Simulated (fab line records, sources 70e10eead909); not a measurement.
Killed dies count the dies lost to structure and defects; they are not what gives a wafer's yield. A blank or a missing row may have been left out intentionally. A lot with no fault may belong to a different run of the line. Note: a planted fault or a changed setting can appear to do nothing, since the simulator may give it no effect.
Matching of chambers ; flow nand_harc ; 4 sister chambers for NHARC_P_M1_STRIP_18 on rie_diel-06
The step strips in N2/H2. 4 wafers are shown with their chamber, then 7 later ones without.

== WAFERS WITH THEIR CHAMBER ==
wafer;chamber;showerhead_plenum_p_Torr (Torr)
L074.1;2;1.95
L085.6;0;2.02
L086.1;1;1.89
L086.2;3;1.96

== WAFERS WITHOUT THEIR CHAMBER ==
wafer;showerhead_plenum_p_Torr (Torr)
L086.4;2.02
L087.1;1.94
L087.5;1.94
L087.6;1.96
L094.2;1.89
L094.3;1.96
L094.4;2.02

== THE CHAMBER EACH PASSED THROUGH ==
wafer;from the rows above;in truth
L086.4;0;0
L087.1;can't be placed: 2 or 3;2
L087.5;can't be placed: 2 or 3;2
L087.6;can't be placed: 3 or 2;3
L094.2;1;1
L094.3;can't be placed: 3 or 2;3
L094.4;0;0
3 of 7 placed correctly. These rows do not allow placing 4 (true chamber among the candidates in 4). 0 placed wrongly.
How it was worked out, from the rows above alone: a wafer's distance from a chamber is the root of the sum, over the readings, of the square of ((its reading less the chamber's mean) divided by the reading's scatter). The wafer belongs to the nearest chamber; if the next one is less than 2 further off, it can't be placed. For every chamber, the mean is computed from those of its wafers that are shown. The scatter (one wafer shown for each chamber): square how far every hidden wafer sits from the nearest shown wafer, average those squares and take the square root.
